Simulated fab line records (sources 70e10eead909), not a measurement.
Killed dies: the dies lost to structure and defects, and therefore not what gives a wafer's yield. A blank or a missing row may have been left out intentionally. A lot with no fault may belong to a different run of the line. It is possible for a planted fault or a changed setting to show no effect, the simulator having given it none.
Chamber matching ; flow nandHarc ; 4 sister chambers for NHARC_A_BLC_CMP_25 on cmp-02
The step polishes, t overpolish 30 s, target thk 150 nm. 16 wafers are shown with their chamber, then 8 later ones without.

## WAFERS PAIRED WITH THEIR CHAMBERS
wafer;chamber;motorCurrentA (A);timeToEndpointS (s);overpolishRunS (s)
L075.1;0;11.3;34;30.005
L075.4;3;11.4;29;30.002
L075.5;3;11.9;31;30.007
L078.1;2;12.3;36;29.994
L078.4;3;11.8;30;29.994
L078.6;1;10.4;37;29.998
L077.2;0;10.9;33;30.001
L077.4;1;10.3;39;30.008
L077.6;1;11.1;36;30.004
L082.1;0;11.1;34;29.998
L082.2;3;11.2;29;30.009
L082.3;2;12.4;35;30.011
L082.4;1;10.7;37;30.004
L082.5;0;11.0;34;29.984
L082.6;1;10.6;35;29.998
L085.2;3;11.7;27;30.005

SIGNATURES (averages over the wafers above)
reading;chamber 0;chamber 1;chamber 2;chamber 3;scatter within a chamber
motorCurrentA;11.075;10.620;12.350;11.600;0.261
timeToEndpointS;33.75;36.80;35.50;29.20;1.25
overpolishRunS;29.99700;30.00240;30.00250;30.00340;0.00711
Rule: for a wafer and a chamber, the distance is found by dividing, reading by reading, the gap between the wafer's reading and the chamber's mean by the reading's scatter, squaring, summing and taking the root. If the next closest chamber is less than 2 further off than the closest, the wafer can't be placed; otherwise it belongs to the closest. The scatter: the root of (the sum of the squares of (reading less its chamber's mean) over the shown wafers, divided by (wafers less chambers)).

## WAFERS WITH NO CHAMBER GIVEN
wafer;motorCurrentA (A);timeToEndpointS (s);overpolishRunS (s)
L085.3;12.0;30;29.992
L085.6;12.9;33;29.989
L087.1;12.6;29;29.996
L087.3;10.9;25;29.997
L087.4;10.8;31;30.011
L091.1;10.6;34;30.005
L091.2;12.8;32;30.003
L091.6;11.3;32;30.003

## CHAMBER TAKEN BY EACH
wafer;from the rows above;in truth
L085.3;3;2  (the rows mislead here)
L085.6;2;2
L087.1;can't be placed: 3 or 2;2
L087.3;3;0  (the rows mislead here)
L087.4;can't be placed: 0 or 3 or 1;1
L091.1;can't be placed: 0 or 1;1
L091.2;can't be placed: 2 or 3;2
L091.6;can't be placed: 0 or 3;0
Correct placement for 1 of the 8. These rows do not allow placing 5 (true chamber among the candidates in 5). Placed wrongly: 2.
